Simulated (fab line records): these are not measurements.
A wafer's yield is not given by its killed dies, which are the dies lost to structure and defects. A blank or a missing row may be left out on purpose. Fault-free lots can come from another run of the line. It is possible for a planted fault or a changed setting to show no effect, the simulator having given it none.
3 desks looking at one fault -- flow n5-finfet -- each desk has only its own numbers; what lay behind them comes last

THE METROLOGY DESK
What the gauges read, lot by lot, whatever tool the lot ran on: means of the sampled wafers that have a number. Marked OUT: a lot whose mean sits more than 4 standard deviations from the usual mean, which makes it out of limits; the brackets give that distance. It has 11 readings, of which 7 appear: the earliest out of limits, and the ones furthest out on some lot.
Columns: A = DIBL_P at N5_BEOL_M4_RC_MEAS_101, usual 35.6 mV/V; B = IOFF_P at N5_BEOL_M4_RC_MEAS_101, usual 0.19 nA/um; C = ION_P at N5_BEOL_M4_RC_MEAS_101, usual 455 uA/um; D = SS_N at N5_BEOL_M4_RC_MEAS_101, usual 71.5 mV/dec; E = VT_N at N5_BEOL_M4_RC_MEAS_101, usual 251 mV; F = VT_P at N5_BEOL_M4_RC_MEAS_101, usual -253 mV; G = M5_THK at N5_BEOL_M5_THK_MEAS_53, usual 60.8 nm
lot,first seen here,A,B,C,D,E,F,G
L589,day 9 23:53,36.2,0.22,460,71.6,250,-251,63.2
L592,day 11 06:08,34.9,0.17,452,71.3,253,-254,60.3
L593,day 11 08:01,32.9,0.18,454,71.2,255,-253,60.9
L594,day 12 13:13,34.3,0.18,456,71.6,253,-252,57.2
L596,day 13 04:21,32.0,0.16,452,70.7,254,-255,62.4
L598,day 13 16:12,38.1,0.21,458,71.7,248,-251,60.8
L604,day 14 20:04,37.3,0.21,456,72.3,246,-252,112.0 (+26) OUT
L607,day 14 21:43,34.6,0.15,444,71.1,257,-262,114.3 (+27) OUT
L608,day 16 01:31,34.6,0.20,460,71.2,251,-250,61.7
Per this desk, out of limits: L604, L607; the first was L604, day 15 09:35 (M5_THK at N5_BEOL_M5_THK_MEAS_53). In limits: L589, L592, L593, L594, L596, L598, L608.

THE DEFECT DESK
What the inspections along the route counted, lot by lot: means of the sampled wafers that have a number. Marked OUT: a lot whose mean sits more than 4 standard deviations from the usual mean, which makes it out of limits; the brackets give that distance.
Columns: A = raw-defect-count at N5_BEOL_M5_INSPECT_58, usual 69
lot,first seen here,A
L589,day 10 15:01,86
L592,day 11 19:37,85
L593,day 11 22:16,76
L594,day 13 01:36,72
L596,day 13 18:34,39
L598,day 14 04:25,64
L604,day 15 09:57,1046 (+42) OUT
L607,day 15 10:48,1010 (+41) OUT
L608,day 16 15:38,69
This desk's finding: out of limits on L604, L607; first on L604, day 15 09:57 (raw-defect-count at N5_BEOL_M5_INSPECT_58). In limits: L589, L592, L593, L594, L596, L598, L608.

DESK OF THE TOOL OWNER: cmp-04
The tool's own readings at N5_BEOL_M5_CMP_52 (polishes, stops on SiCOH lowk, t overpolish 6.9 s, target thk 62 nm): means of the sampled wafers that have a number, for each lot that ran on this tool. Marked OUT: a lot whose mean sits more than 4 standard deviations from the usual mean, which makes it out of limits; the brackets give that distance.
Columns: A = barrier-field-endpoint-s at N5_BEOL_M5_CMP_52, usual 24.7 s; B = clearing-platen-rpm at N5_BEOL_M5_CMP_52, usual 50.001 rpm; C = motor-current-A at N5_BEOL_M5_CMP_52, usual 5.9 A; D = overpolish-run-s at N5_BEOL_M5_CMP_52, usual 6.898 s; E = time-to-endpoint-s at N5_BEOL_M5_CMP_52, usual 62 s
lot,first seen here,A,B,C,D,E
L589,day 10 14:26,25.1,50.004,5.5,6.895,61
L593,day 11 21:43,25.5,49.996,5.3,6.900,67
L604,day 15 09:22,33.7 (+14) OUT,50.007,5.5,3.469 (-99 or more) OUT,76 (+4.1) OUT
L607,day 15 10:14,32.8 (+13) OUT,49.996,5.4,3.470 (-99 or more) OUT,72
This desk's finding: out of limits on L604, L607; first on L604, day 15 09:22 (barrier-field-endpoint-s at N5_BEOL_M5_CMP_52). In limits: L589, L593.

BROUGHT TOGETHER
An alarm could have come from the tool owner's desk at day 15 09:22, on L604, L607.
The metrology desk could have raised an alarm at day 15 09:35, on L604, L607.
The defect desk could have raised an alarm at day 15 09:57, on L604, L607.
All the named lots went through N5_BEOL_M5_CMP_52 on cmp-04.

WHAT HAD BEEN PUT IN BY THE SIMULATOR
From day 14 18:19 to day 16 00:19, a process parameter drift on cmp-04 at N5_BEOL_M5_CMP_52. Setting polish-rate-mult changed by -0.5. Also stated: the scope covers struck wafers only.
Lots struck among those shown: L604, L607.
Hours from the fault's start to each desk's first reading out of limits: the tool owner's desk, 15; the metrology desk, 15; the defect desk, 16.
